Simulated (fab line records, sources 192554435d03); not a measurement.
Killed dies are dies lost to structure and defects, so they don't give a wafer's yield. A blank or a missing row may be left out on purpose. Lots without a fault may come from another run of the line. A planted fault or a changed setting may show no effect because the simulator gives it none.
Which tool did it? | flow n5_finfet | 10 lots, 30 wafers sampled, at 5 steps of a route of 1938

WHAT THE GAUGES READ, wafer by wafer
N5_MOL_CONTACT_COAG_OVL_MEAS_09. Usual: CA_OVL -0.1 nm, standard deviation 0.77.
lot  | measured    | on         | CA_OVL (nm)    | flag
L384 | day 5 10:10 | overlay-01 | -0.2 0.7 0.2   |
L386 | day 5 23:32 | overlay-01 | 0.5 -0.7 1.1   |
L390 | day 7 04:24 | overlay-01 | 0.2 0.3 0.2    |
L391 | day 7 10:10 | overlay-01 | 0.5 0.5 -0.6   |
L392 | day 7 12:37 | overlay-01 | 0.4 -0.3 0.2   |
L395 | day 8 03:39 | overlay-01 | 0.0 -0.3 -0.1  |
L396 | day 8 10:35 | overlay-01 | -0.1 -0.5 -1.1 |
L400 | day 9 12:19 | overlay-01 | 0.3 0.9 0.8    |
L401 | day 9 16:29 | overlay-01 | 0.9 0.5 -0.2   |
L402 | day 9 21:08 | overlay-01 | 1.0 0.9 0.9    |

N5_BEOL_M4_RC_MEAS_101. Usual: DIBL_N 37.3 mV/V, standard deviation 2.3; DIBL_P 37.4 mV/V, standard deviation 2.9; IOFF_N 0.18 nA/um, standard deviation 0.045; IOFF_P 0.25 nA/um, standard deviation 0.054; ION_N 679 uA/um, standard deviation 15; ION_P 468 uA/um, standard deviation 9.7; SS_N 71.8 mV/dec, standard deviation 0.62; SS_P 73.6 mV/dec, standard deviation 0.76; VT_N 248 mV, standard deviation 4.1; VT_P -248 mV, standard deviation 3.6.
lot  | measured     | on        | DIBL_N (mV/V)  | DIBL_P (mV/V)  | IOFF_N (nA/um) | IOFF_P (nA/um) | ION_N (uA/um) | ION_P (uA/um) | SS_N (mV/dec)  | SS_P (mV/dec)  | VT_N (mV)   | VT_P (mV)      | flag
L384 | day 8 21:13  | prober-01 | 37.0 32.8 34.7 | 38.6 32.4 35.2 | 0.17 0.09 0.12 | 0.24 0.14 0.18 | 697 651 666   | 480 450 459   | 71.6 71.4 71.6 | 72.8 71.4 72.1 | 247 259 253 | -249 -254 -249 |
L386 | day 9 03:22  | prober-02 | 39.0 40.6 37.3 | 39.4 43.2 38.2 | 0.20 0.26 0.17 | 0.25 0.31 0.22 | 681 693 698   | 464 473 469   | 71.6 72.8 72.0 | 74.0 74.9 73.0 | 247 243 248 | -249 -248 -251 |
L390 | day 10 02:01 | prober-02 | 39.1 38.3 41.6 | 39.9 37.7 44.0 | 0.21 0.19 0.27 | 0.28 0.24 0.34 | 685 680 706   | 467 461 480   | 71.8 71.5 73.0 | 74.1 72.9 75.6 | 245 248 244 | -247 -249 -245 |
L391 | day 10 19:53 | prober-01 | 36.9 32.6 36.2 | 38.9 32.7 38.4 | 0.18 0.11 0.19 | 0.25 0.16 0.25 | 673 675 692   | 462 461 472   | 72.5 70.8 72.3 | 73.3 72.4 73.1 | 247 258 246 | -249 -254 -246 |
L392 | day 10 20:28 | prober-02 | 38.0 37.5 39.2 | 39.3 38.2 40.2 | 0.22 0.17 0.25 | 0.24 0.21 0.26 | 696 675 702   | 471 455 467   | 71.9 72.6 71.9 | 73.7 73.8 73.8 | 245 248 242 | -251 -253 -247 |
L395 | day 11 02:22 | prober-01 | 38.6 37.7 35.2 | 39.5 38.2 35.6 | 0.19 0.17 0.12 | 0.26 0.25 0.21 | 668 683 647   | 457 469 448   | 72.1 72.4 72.0 | 74.2 73.5 74.0 | 248 248 253 | -251 -251 -252 |
L396 | day 11 22:19 | prober-01 | 41.3 36.2 35.9 | 41.0 35.4 33.3 | 0.29 0.17 0.14 | 0.34 0.23 0.19 | 697 689 667   | 476 479 455   | 71.5 71.1 71.7 | 74.8 73.6 72.6 | 239 246 251 | -244 -246 -250 |
L400 | day 12 10:40 | prober-02 | 39.6 41.1 36.8 | 38.4 40.5 33.9 | 0.19 0.23 0.14 | 0.25 0.32 0.17 | 683 682 653   | 464 467 449   | 71.9 73.4 71.7 | 74.1 74.8 72.3 | 248 246 255 | -251 -244 -253 |
L401 | day 13 04:02 | prober-01 | 38.4 36.2 38.8 | 38.8 35.8 39.9 | 0.19 0.15 0.20 | 0.27 0.22 0.29 | 677 662 677   | 475 462 469   | 71.7 71.6 72.2 | 73.7 72.5 73.6 | 246 252 248 | -244 -245 -245 |
L402 | day 13 07:53 | prober-02 | 40.7 35.8 39.5 | 41.8 35.6 41.2 | 0.23 0.14 0.22 | 0.30 0.20 0.28 | 679 662 677   | 467 462 464   | 72.8 71.7 73.2 | 73.9 73.1 74.6 | 244 252 246 | -248 -252 -249 |

WHICH TOOL RAN EACH LOT (tool, then ch and the chambers of the sampled wafers, then the start)
lot  | N5_MOL_CONTACT_COAG_ALD_20         | N5_MOL_CONTACT_COAG_SPUTTER_143 | N5_MOL_CONTACT_COAG_SPUTTER_130
L384 | ald_metal-04 ch 1,2,3, day 5 11:32 | pvd_sputter-03, day 5 13:25     | pvd_sputter-02, day 5 16:55
L386 | ald_metal-04 ch 0,1,3, day 6 02:08 | pvd_sputter-02, day 6 03:34     | pvd_sputter-01, day 6 05:29
L390 | ald_metal-04 ch 0,3, day 7 05:58   | pvd_sputter-03, day 7 08:46     | pvd_sputter-03, day 7 10:32
L391 | ald_metal-04 ch 1,2,3, day 7 11:40 | pvd_sputter-01, day 7 12:26     | pvd_sputter-03, day 7 15:33
L392 | ald_metal-04 ch 0,1,2, day 7 15:31 | pvd_sputter-01, day 7 16:46     | pvd_sputter-01, day 7 19:10
L395 | ald_metal-04 ch 2,3, day 8 05:26   | pvd_sputter-02, day 8 06:17     | pvd_sputter-01, day 8 08:41
L396 | ald_metal-04 ch 2,3, day 8 11:41   | pvd_sputter-02, day 8 13:40     | pvd_sputter-03, day 8 17:10
L400 | ald_metal-03 ch 1,2, day 9 13:52   | pvd_sputter-03, day 9 14:48     | pvd_sputter-01, day 9 17:49
L401 | ald_metal-03 ch 0,2, day 9 17:46   | pvd_sputter-02, day 9 18:56     | pvd_sputter-02, day 9 21:20
L402 | ald_metal-01 ch 1,2,3, day 9 22:21 | pvd_sputter-03, day 9 23:54     | pvd_sputter-03, day 10 03:43
- N5_MOL_CONTACT_COAG_ALD_20: deposits TiN, target thk 1.5 nm, pulse time 1 s, purge time 3 s.
- N5_MOL_CONTACT_COAG_SPUTTER_143: material Co, target thk 2.5 nm.
- N5_MOL_CONTACT_COAG_SPUTTER_130: material Co, target thk 47.5 nm.

WHAT THE TOOLS THEMSELVES READ (means of the sampled wafers that have a number; where no wafer has one, the mark that the record gives instead)
N5_MOL_CONTACT_COAG_ALD_20. Usual: heater_power_w 931 W, standard deviation 99; precursor_pulse_height_rel 1.000, standard deviation 0.019.
lot  | tool         | heater_power_w (W) | precursor_pulse_height_rel | flag
L384 | ald_metal-04 | 905                | 1.018                      |
L386 | ald_metal-04 | 867                | 0.983                      |
L390 | ald_metal-04 | 809                | 1.018                      |
L391 | ald_metal-04 | 903                | 0.984                      |
L392 | ald_metal-04 | 951                | 1.015                      |
L395 | ald_metal-04 | 951                | 0.999                      |
L396 | ald_metal-04 | 859                | 1.016                      |
L400 | ald_metal-03 | 1041               | 1.003                      |
L401 | ald_metal-03 | 919                | 1.005                      |
L402 | ald_metal-01 | 927                | 0.994                      |

N5_MOL_CONTACT_COAG_SPUTTER_143. Usual: throttle_valve_pct 29.7 %, standard deviation 1.1.
lot  | tool           | throttle_valve_pct (%) | flag
L384 | pvd_sputter-03 | 28.7                   |
L386 | pvd_sputter-02 | 29.4                   |
L390 | pvd_sputter-03 | 29.4                   |
L391 | pvd_sputter-01 | 29.6                   |
L392 | pvd_sputter-01 | 28.9                   |
L395 | pvd_sputter-02 | 30.3                   |
L396 | pvd_sputter-02 | 29.7                   |
L400 | pvd_sputter-03 | 29.1                   |
L401 | pvd_sputter-02 | 29.7                   |
L402 | pvd_sputter-03 | 29.5                   |

N5_MOL_CONTACT_COAG_SPUTTER_130. Usual: throttle_valve_pct 29.8 %, standard deviation 1.1.
lot  | tool           | throttle_valve_pct (%) | flag
L384 | pvd_sputter-02 | 30.0                   |
L386 | pvd_sputter-01 | 29.6                   |
L390 | pvd_sputter-03 | 28.4                   |
L391 | pvd_sputter-03 | 29.3                   |
L392 | pvd_sputter-01 | 30.0                   |
L395 | pvd_sputter-01 | 29.7                   |
L396 | pvd_sputter-03 | 29.1                   |
L400 | pvd_sputter-01 | 28.9                   |
L401 | pvd_sputter-02 | 30.1                   |
L402 | pvd_sputter-03 | 29.5                   |

THE ANSWER, worked out from the rows above alone
Rule: a lot is off if the mean of its wafers that have a number lies more than 3 standard deviations from the usual mean. A lot without any number at a reading at which 4 lots or more have one is off too. The other lots that the step has rows for count as sound. The gauges are gone through in route order, then the tools' own readings, and for those a lot's mean is taken as printed above. The first step at which some lot is off is used, and at that step the reading that is off furthest; a lot without a number counts as furthest.
No lot is off at any reading shown: from this, nothing can be told.

WHAT THE SIMULATOR HAD PUT IN
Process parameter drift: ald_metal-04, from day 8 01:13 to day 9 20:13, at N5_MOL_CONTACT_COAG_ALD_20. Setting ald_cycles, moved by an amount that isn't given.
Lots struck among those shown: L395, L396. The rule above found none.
